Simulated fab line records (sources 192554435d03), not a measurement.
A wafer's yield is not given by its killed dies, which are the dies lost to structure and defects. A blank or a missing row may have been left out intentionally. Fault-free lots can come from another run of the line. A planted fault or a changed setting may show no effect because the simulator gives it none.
Split-lot trial ; flow n5-finfet ; 7 lots, 21 wafers read, on a route of 1938 steps

## ON THE SPLIT
At N5_PASSIVATION_ETCH_15 (etches SiCN in CF4/N2, target depth 75 nm, time 81.2 s), the setting bias-w was moved away from the recipe's 70 W on 3 of the 21 wafers read, by -11.5% to +9.4%. This setting was run at the recipe's value on the other wafers.

The split's own step is where the reading is taken.

## THE READING
rf-vpp-V, in V, at N5_PASSIVATION_ETCH_15 (etches SiCN in CF4/N2, target depth 75 nm, time 81.2 s). Fault-free wafers of this fab line usually give 382.6 V, standard deviation 2.1 V.

wafer;tool, chamber at the split;bias-w as run, W;against the recipe;rf-vpp-V, V;against lot-mates on the recipe
L074.1;rie-diel-03, 0;70;recipe;385.4;-
L074.3;rie-diel-03, 3;76.6;+9.4%;406.9;+21.8
L074.5;rie-diel-03, 3;70;recipe;384.9;-
L078.1;rie-diel-03, 3;70;recipe;383.8;-
L078.2;rie-diel-03, 0;61.92;-11.5%;356.4;-28.0
L078.5;rie-diel-03, 1;70;recipe;385.0;-
L080.1;rie-diel-01, 1;70;recipe;381.5;-
L080.3;rie-diel-01, 3;70;recipe;379.9;-
L080.4;rie-diel-01, 3;70;recipe;381.7;-
L088.1;rie-diel-06, 1;70;recipe;382.2;-
L088.2;rie-diel-06, 2;70;recipe;379.4;-
L088.3;rie-diel-06, 0;70;recipe;381.1;-
L087.1;rie-diel-06, 1;70;recipe;384.8;-
L087.2;rie-diel-06, 2;70;recipe;379.9;-
L087.3;rie-diel-06, 3;70;recipe;384.2;-
L086.1;rie-diel-06, 1;70;recipe;382.1;-
L086.3;rie-diel-06, 0;70;recipe;379.5;-
L086.4;rie-diel-06, 3;63.38;-9.5%;361.2;-19.6
L096.2;rie-diel-01, 3;70;recipe;380.9;-
L096.3;rie-diel-01, 2;70;recipe;385.2;-
L096.6;rie-diel-01, 3;70;recipe;381.9;-

THE FIT
A straight line over all 21 wafers: rf-vpp-V changes by +2.36 V for each +1% of bias-w; r = +0.98; the points scatter about the line by 2.1 V.
The same after taking each lot's own level away (the mean of its wafers on the recipe; 21 wafers): +2.29 V for each +1%; r = +0.99; scatter 1.5 V.
According to that fit, moving bias-w by its largest amount changes the reading by 26 V.
From 380.80 to 385.15 V: that is the span of the lots' own levels, equal to 2.1 times the standard deviation above.
The two slopes are in agreement: the lot-to-lot level therefore moves the slope only a little.
Check: -25.2 V against its lot-mates is what the line predicts for one of the wafers moved furthest among these (-11.5%) when that wafer is left out of the fit. Against them it came out at -28 V.
Tool readings at the split's step, against how far the setting was moved: rf-vpp-V r = +0.98.

## THESE WAFERS: OTHER SPLITS
Note: prior to the reading, these wafers also went through further splits. Each is held against what the fit with the lots' levels taken away leaves over:
other split on the same wafers;wafers away from the commonest value;r with rf-vpp-V (lot level and that fit taken away)
N5_BEOL_M12_PEB_08 peb-time-s;10;-0.07
N5_BEOL_M14_ETCH_68 time-s;6;+0.10
N5_BEOL_M14_SPUTTER_43 power-w;4;+0.19
N5_MIM_TOP_SPUTTER_03 time-s;6;-0.23

## FILE'S OWN FIT
rf-vpp-V changes by +2.29 V for each +1% of bias-w, r = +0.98.
